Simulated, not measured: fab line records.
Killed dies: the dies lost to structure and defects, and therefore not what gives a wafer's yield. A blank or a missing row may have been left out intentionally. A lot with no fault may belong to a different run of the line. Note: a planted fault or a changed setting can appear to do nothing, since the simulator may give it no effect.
Which of the tools did it?	flow n5 finfet	Sampling: 24 lots, 72 wafers, 6 of 1938 route steps

## WHAT EACH GAUGE READ, for each wafer
N5_BEOL_M4_INSPECT_13: inspects for defects (brightfield).
lot	measured	on	raw defect count
L074	day 7 10:14	defect inspect-01	420 367 398
L075	day 7 14:13	defect inspect-01	614 508 386
L077	day 8 03:31	defect inspect-01	484 589 635
L076	day 8 03:51	defect inspect-01	337 441 504
L078	day 8 23:49	defect inspect-02	501 336 525
L079	day 9 01:26	defect inspect-01	395 431 463
L081	day 9 10:16	defect inspect-01	426 456 450
L082	day 9 15:38	defect inspect-02	296 257 401
L080	day 9 15:56	defect inspect-01	367 288 369
L083	day 10 06:38	defect inspect-01	347 401 465
L084	day 10 11:12	defect inspect-02	567 612 648
L085	day 10 13:06	defect inspect-02	577 384 452
L086	day 10 10:23	defect inspect-02	288 378 376
L087	day 10 20:39	defect inspect-01	550 476 489
L088	day 10 20:29	defect inspect-01	459 344 351
L089	day 11 05:47	defect inspect-02	520 333 347
L090	day 11 13:40	defect inspect-01	288 340 367
L092	day 11 23:28	defect inspect-02	536 613 515
L091	day 12 05:58	defect inspect-01	369 356 354
L093	day 12 10:53	defect inspect-01	454 441 511
L094	day 12 15:30	defect inspect-01	481 484 483
L095	day 13 03:52	defect inspect-01	419 472 534
L096	day 13 07:11	defect inspect-02	266 517 319
L097	day 13 21:47	defect inspect-01	443 244 348

N5_BEOL_M4_CD_MEAS_28: target cd 26.2 nm, target cd y 24.1 nm.
lot	measured	on	cd nm (nm)
L074	day 7 11:06	cd sem-03	26.03 26.08 25.97
L075	day 7 15:00	cd sem-01	26.81 26.36 26.33
L077	day 8 04:26	cd sem-02	26.02 26.02 26.28
L076	day 8 04:48	cd sem-01	26.18 26.07 26.32
L078	day 9 01:18	cd sem-03	26.31 26.34 26.11
L079	day 9 02:52	cd sem-03	26.17 26.31 26.24
L081	day 9 11:11	cd sem-03	25.98 26.13 26.40
L082	day 9 16:34	cd sem-03	25.75 25.88 26.08
L080	day 9 16:46	cd sem-02	26.07 26.31 26.01
L083	day 10 07:34	cd sem-02	25.83 26.55 26.24
L084	day 10 12:02	cd sem-02	26.43 26.10 26.29
L085	day 10 14:01	cd sem-03	26.40 26.04 26.41
L086	day 10 11:23	cd sem-02	26.23 26.05 26.33
L087	day 10 21:39	cd sem-02	26.45 26.45 26.40
L088	day 10 21:24	cd sem-02	25.92 25.97 26.07
L089	day 11 06:34	cd sem-01	26.35 25.85 26.34
L090	day 11 14:40	cd sem-03	25.65 26.07 26.21
L092	day 12 00:32	cd sem-01	26.02 26.13 26.32
L091	day 12 06:58	cd sem-01	26.27 26.53 26.50
L093	day 12 11:49	cd sem-03	26.62 26.03 26.04
L094	day 12 17:17	cd sem-03	26.34 26.68 26.40
L095	day 13 04:41	cd sem-03	26.43 26.26 26.45
L096	day 13 08:13	cd sem-03	26.07 26.40 26.24
L097	day 13 23:03	cd sem-01	26.49 26.32 26.26

## TOOL THAT RAN EACH LOT (tool first, then ch and the chambers of the sampled wafers, then the start)
lot	N5_BEOL_M3_DESCUM_33	N5_BEOL_M3_TRENCH_ETCH_37	N5_BEOL_M3_ANNEAL_82	N5_BEOL_M3_ANNEAL_87
L074	rie diel-06 ch 2,3, day 6 21:02	rie diel-06 ch 0,3, day 7 07:14 or earlier	pvd sputter-02, day 7 07:14	pvd sputter-02, day 7 07:27
L075	rie diel-01 ch 0,1,2, day 7 07:59	rie diel-01 ch 0,1,3, day 7 10:44 or earlier	pvd sputter-02, day 7 10:44	pvd sputter-02, day 7 10:57
L077	rie diel-01 ch 0,3, day 7 11:28	rie diel-01 ch 0,1,2, day 7 23:41 or earlier	pvd sputter-01, day 7 23:41	pvd sputter-01, day 7 23:54
L076	rie diel-05 ch 1,3, day 7 15:15	rie diel-06 ch 0,3, day 7 23:55 or earlier	pvd sputter-03, day 7 23:55	pvd sputter-03, day 8 00:08
L078	rie diel-06 ch 0,2,3, day 8 09:20	rie diel-01 ch 0,3, day 8 16:55 or earlier	pvd sputter-01, day 8 16:55	pvd sputter-01, day 8 17:08
L079	rie diel-05 ch 0,2, day 8 11:43	rie diel-01 ch 1,2, day 8 21:42 or earlier	pvd sputter-02, day 8 21:42	pvd sputter-02, day 8 21:55
L081	rie diel-06 ch 0,3, day 9 01:08	rie diel-06 ch 0,3, day 9 06:02 or earlier	pvd sputter-03, day 9 06:02	pvd sputter-03, day 9 06:15
L082	rie diel-05 ch 0,1,3, day 9 07:32	rie diel-05 ch 1,2,3, day 9 11:13 or earlier	pvd sputter-01, day 9 11:13	pvd sputter-01, day 9 11:26
L080	rie diel-06 ch 1,2, day 9 07:35	rie diel-06 ch 1,2,3, day 9 11:24 or earlier	pvd sputter-02, day 9 11:24	pvd sputter-02, day 9 11:37
L083	rie diel-05 ch 1,2,3, day 9 14:43	rie diel-01 ch 0,1,3, day 10 01:49 or earlier	pvd sputter-01, day 10 01:49	pvd sputter-01, day 10 02:02
L084	rie diel-06 ch 0,3, day 9 17:12	rie diel-01 ch 1,3, day 10 07:56 or earlier	pvd sputter-02, day 10 07:56	pvd sputter-02, day 10 08:10
L085	rie diel-05 ch 1,3, day 9 17:28	rie diel-05 ch 2,3, day 10 08:04 or earlier	pvd sputter-01, day 10 08:04	pvd sputter-01, day 10 08:17
L086	rie diel-01 ch 0,2,3, day 9 22:12	rie diel-01 ch 1,2,3, day 10 06:14 or earlier	pvd sputter-01, day 10 06:14	pvd sputter-01, day 10 06:27
L087	rie diel-06 ch 0,3, day 10 04:49	rie diel-01 ch 0,2, day 10 16:32 or earlier	pvd sputter-01, day 10 16:32	pvd sputter-01, day 10 16:45
L088	rie diel-01 ch 1,3, day 10 08:42	rie diel-05 ch 1,2,3, day 10 15:55 or earlier	pvd sputter-02, day 10 15:55	pvd sputter-02, day 10 16:08
L089	rie diel-05 ch 0,2,3, day 10 16:16	rie diel-06 ch 1,2,3, day 11 01:37 or earlier	pvd sputter-03, day 11 01:37	pvd sputter-03, day 11 01:50
L090	rie diel-01 ch 0,2,3, day 11 05:22	rie diel-01 ch 0,2,3, day 11 09:59 or earlier	pvd sputter-02, day 11 09:59	pvd sputter-02, day 11 10:13
L092	rie diel-06 ch 0,1,3, day 11 13:15	rie diel-01 ch 0,2,3, day 11 19:04 or earlier	pvd sputter-01, day 11 19:04	pvd sputter-01, day 11 19:17
L091	rie diel-06 ch 2,3, day 11 18:43	rie diel-06 ch 1,3, day 12 02:10 or earlier	pvd sputter-01, day 12 02:10	pvd sputter-01, day 12 02:23
L093	rie diel-05 ch 0,3, day 11 19:58	rie diel-01 ch 1,3, day 12 07:34 or earlier	pvd sputter-01, day 12 07:34	pvd sputter-01, day 12 07:47
L094	rie diel-05 ch 1,3, day 12 05:05	rie diel-05 ch 0,1,2, day 12 12:02 or earlier	pvd sputter-02, day 12 12:02	pvd sputter-02, day 12 12:17
L095	rie diel-06 ch 0,1,3, day 12 19:44	rie diel-06 ch 1,3, day 12 23:28 or earlier	pvd sputter-02, day 12 23:28	pvd sputter-02, day 12 23:41
L096	rie diel-05 ch 0,1,3, day 12 22:37	rie diel-01 ch 0,2,3, day 13 02:16 or earlier	pvd sputter-01, day 13 02:16	pvd sputter-01, day 13 02:29
L097	rie diel-01 ch 0,1,2, day 13 06:40	rie diel-06 ch 0,1,2, day 13 16:41 or earlier	pvd sputter-02, day 13 16:41	pvd sputter-02, day 13 16:54
- N5_BEOL_M3_DESCUM_33: chemistry O2, time 7 s.
- N5_BEOL_M3_TRENCH_ETCH_37: etches SiOC in C4F6/O2, target depth 55.555 nm, time 29.2 s.
- N5_BEOL_M3_ANNEAL_82: time 240 s.
- N5_BEOL_M3_ANNEAL_87: time 240 s.

## WHAT THE TOOLS THEMSELVES READ (means of the sampled wafers that have a number; where no wafer has one, the mark that the record gives instead)
N5_BEOL_M3_DESCUM_33.
lot	tool	bias power w (W)	drypump motor current A (A)	oes product au (a.u.)	rf vpp V (V)	showerhead plenum p Torr (Torr)	throttle valve pct (%)
L074	rie diel-06	20.04	5.48	0.77	242.9	2.07	20.52
L075	rie diel-01	20.01	5.77	0.78	243.6	2.14	20.62
L077	rie diel-01	20.00	5.85	0.82	244.3	2.16	20.20
L076	rie diel-05	20.01	5.35	0.77	243.6	2.11	20.36
L078	rie diel-06	20.08	5.55	0.76	242.9	2.09	20.42
L079	rie diel-05	20.05	5.72	0.82	244.0	2.13	20.29
L081	rie diel-06	19.99	5.66	0.76	243.6	2.10	20.35
L082	rie diel-05	19.98	5.62	0.75	244.2	2.12	20.40
L080	rie diel-06	19.97	5.46	0.79	242.7	2.11	20.40
L083	rie diel-05	20.03	5.46	0.77	244.0	2.10	20.42
L084	rie diel-06	20.02	5.50	0.79	242.7	2.07	20.39
L085	rie diel-05	20.00	5.36	0.76	243.8	2.10	20.39
L086	rie diel-01	20.03	5.70	0.75	244.6	2.13	20.36
L087	rie diel-06	19.99	5.48	0.79	242.6	2.07	20.39
L088	rie diel-01	20.00	5.82	0.72	243.2	2.15	20.39
L089	rie diel-05	19.98	5.72	0.75	244.4	2.12	20.44
L090	rie diel-01	20.01	5.72	0.75	244.7	2.12	20.36
L092	rie diel-06	20.00	5.49	0.82	243.8	2.10	20.26
L091	rie diel-06	19.95	5.39	0.77	242.6	2.04	20.51
L093	rie diel-05	20.01	5.70	0.70	243.5	2.10	20.59
L094	rie diel-05	20.02	5.36	0.74	243.0	2.09	20.42
L095	rie diel-06	20.02	5.48	0.81	242.7	2.09	20.28
L096	rie diel-05	20.01	5.62	0.73	242.9	2.11	20.45
L097	rie diel-01	20.08	5.79	0.91	242.8	2.13	20.49

N5_BEOL_M3_TRENCH_ETCH_37.
lot	tool	drypump motor current A (A)	oes product au (a.u.)	rf vpp V (V)	showerhead plenum p Torr (Torr)	throttle valve pct (%)
L074	rie diel-06	5.49	0.82	658	2.84	20.84
L075	rie diel-01	5.92	0.79	670	2.91	20.79
L077	rie diel-01	5.78	0.76	665	2.87	20.86
L076	rie diel-06	5.48	0.81	658	2.83	20.85
L078	rie diel-01	5.85	0.80	670	2.92	20.63
L079	rie diel-01	5.49	0.68	667	2.85	20.93
L081	rie diel-06	5.66	0.75	658	2.89	20.89
L082	rie diel-05	5.46	0.78	672	2.85	20.80
L080	rie diel-06	5.39	0.83	654	2.84	20.81
L083	rie diel-01	5.92	0.76	668	2.90	20.82
L084	rie diel-01	5.82	0.71	676	2.92	20.80
L085	rie diel-05	5.55	0.79	672	2.86	20.94
L086	rie diel-01	5.65	0.70	672	2.88	20.87
L087	rie diel-01	5.83	0.80	659	2.85	20.76
L088	rie diel-05	5.44	0.77	674	2.85	20.82
L089	rie diel-06	5.37	0.81	654	2.84	20.83
L090	rie diel-01	5.70	0.75	666	2.87	20.73
L092	rie diel-01	5.71	0.74	667	2.87	20.74
L091	rie diel-06	5.27	0.84	656	2.81	20.79
L093	rie diel-01	5.82	0.80	676	2.91	20.70
L094	rie diel-05	5.62	0.78	677	2.89	20.76
L095	rie diel-06	5.27	0.86	658	2.86	20.70
L096	rie diel-01	5.71	0.84	666	2.86	20.67
L097	rie diel-06	5.56	0.76	657	2.89	20.87

N5_BEOL_M3_ANNEAL_82.
lot	tool	heater power w (W)	susceptor temp C (C)
L074	pvd sputter-02	845	399.98
L075	pvd sputter-02	832	399.95
L077	pvd sputter-01	740	399.79
L076	pvd sputter-03	828	399.79
L078	pvd sputter-01	738	399.76
L079	pvd sputter-02	900	400.05
L081	pvd sputter-03	934	400.02
L082	pvd sputter-01	732	400.03
L080	pvd sputter-02	886	400.32
L083	pvd sputter-01	741	399.88
L084	pvd sputter-02	842	400.06
L085	pvd sputter-01	745	400.00
L086	pvd sputter-01	732	399.94
L087	pvd sputter-01	738	400.11
L088	pvd sputter-02	844	399.89
L089	pvd sputter-03	891	399.96
L090	pvd sputter-02	920	400.17
L092	pvd sputter-01	735	400.02
L091	pvd sputter-01	709	400.00
L093	pvd sputter-01	745	399.97
L094	pvd sputter-02	838	400.09
L095	pvd sputter-02	904	400.02
L096	pvd sputter-01	709	400.04
L097	pvd sputter-02	821	399.91

N5_BEOL_M3_ANNEAL_87.
lot	tool	heater power w (W)	susceptor temp C (C)
L074	pvd sputter-02	839	400.22
L075	pvd sputter-02	835	400.26
L077	pvd sputter-01	750	400.02
L076	pvd sputter-03	826	400.07
L078	pvd sputter-01	750	400.06
L079	pvd sputter-02	904	399.71
L081	pvd sputter-03	938	400.08
L082	pvd sputter-01	714	400.03
L080	pvd sputter-02	890	400.17
L083	pvd sputter-01	736	400.14
L084	pvd sputter-02	847	399.90
L085	pvd sputter-01	755	399.96
L086	pvd sputter-01	723	400.03
L087	pvd sputter-01	742	400.10
L088	pvd sputter-02	839	400.25
L089	pvd sputter-03	878	400.06
L090	pvd sputter-02	915	400.26
L092	pvd sputter-01	728	399.86
L091	pvd sputter-01	724	399.87
L093	pvd sputter-01	746	399.91
L094	pvd sputter-02	844	399.76
L095	pvd sputter-02	901	399.96
L096	pvd sputter-01	716	399.86
L097	pvd sputter-02	812	399.98

## THE ANSWER, worked out from the rows above alone
Rule: the usual values come from the lots themselves. The widest of any qualifying gaps counts: lots, ordered by their means at a reading, are off when they make up no more than a third of the lots, leave a main group of 4 or more, and stand apart from it by 3 or more times the standard deviation of that group's means. A main group whose means are all the same, to the digits that the tables above print for the reading, isn't used. A lot without any number at a reading at which 4 lots or more have one is off too. Where the step has rows for the other lots, those lots are counted as sound. Order of review: gauges by route order, followed by the tools' own readings, for which a lot's mean as printed above is used. The first step at which some lot is off is used, and at that step the reading that is off furthest; a lot without a number counts as furthest.
Nothing can be told from this: no lot is off at any reading shown.

## WHAT HAD BEEN PUT IN BY THE SIMULATOR
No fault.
